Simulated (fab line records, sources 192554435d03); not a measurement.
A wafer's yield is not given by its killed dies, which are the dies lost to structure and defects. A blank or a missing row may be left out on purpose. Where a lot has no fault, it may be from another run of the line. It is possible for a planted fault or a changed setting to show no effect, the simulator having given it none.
What tool caused it?    flow n5_finfet    Sampling: 12 lots, 36 wafers, 2 of 1938 route steps

## WHAT THE GAUGES READ, wafer by wafer
N5_BEOL_M12_RS_MEAS_54: measurement is done with a four-point probe.
lot   measured      on             M12_RS (ohm/sq)
L075  day 11 07:55  film_metro-01  0.0606 0.0591 0.0586
L077  day 11 12:37  film_metro-01  0.0603 0.0593 0.0591
L080  day 12 06:23  film_metro-01  0.0620 0.0604 0.0621
L081  day 12 19:56  film_metro-02  0.0624 0.0617 0.0616
L084  day 13 12:16  film_metro-01  0.0615 0.0598 0.0617
L085  day 14 00:44  film_metro-02  0.0628 0.0623 0.0622
L087  day 14 20:52  film_metro-01  0.0609 0.0608 0.0614
L088  day 15 14:42  film_metro-02  0.0607 0.0606 0.0609
L090  day 15 23:58  film_metro-02  0.0601 0.0614 0.0603
L092  day 16 07:22  film_metro-01  0.0622 0.0581 0.0618
L095  day 16 14:34  film_metro-02  0.0614 0.0620 0.0606
L096  day 17 11:17  film_metro-01  0.0610 0.0612 0.0608

## WHAT TOOL EACH LOT RAN ON (gives the tool, then ch and the chambers of the sampled wafers, and finally the start)
lot   N5_BEOL_M12_ANNEAL_48
L075  rtp_anneal-01 ch 0, day 11 07:18
L077  rtp_anneal-02 ch 0, day 11 11:59
L080  rtp_anneal-01 ch 0, day 12 05:40
L081  rtp_anneal-01 ch 0, day 12 19:14
L084  rtp_anneal-01 ch 0, day 13 11:38
L085  rtp_anneal-02 ch 0, day 14 00:01
L087  rtp_anneal-01 ch 0, day 14 20:08
L088  rtp_anneal-01 ch 0, day 15 13:59
L090  rtp_anneal-02 ch 0, day 15 23:13
L092  rtp_anneal-01 ch 0, day 16 06:38
L095  rtp_anneal-02 ch 0, day 16 13:51
L096  rtp_anneal-02 ch 0, day 17 10:27
- N5_BEOL_M12_ANNEAL_48: time 90 s.

## THE ANSWER, worked out from the rows above alone
Rule: the lots themselves supply what counts as usual. Put in order of their means at a reading, lots are off if they are a third of the lots or fewer, leave a main group of 4 or more, and stand apart from it by a gap of 3 or more times the standard deviation of the main group's means; of several such gaps the widest counts. Not used: any main group whose means are identical at the precision the tables above print for the reading. Also off: a lot with no number at a reading for which 4 or more lots have one. Any other lot the step has rows for is counted as sound.
None of the lots is off at any reading shown; this tells nothing.

## WHAT THE SIMULATOR PUT IN
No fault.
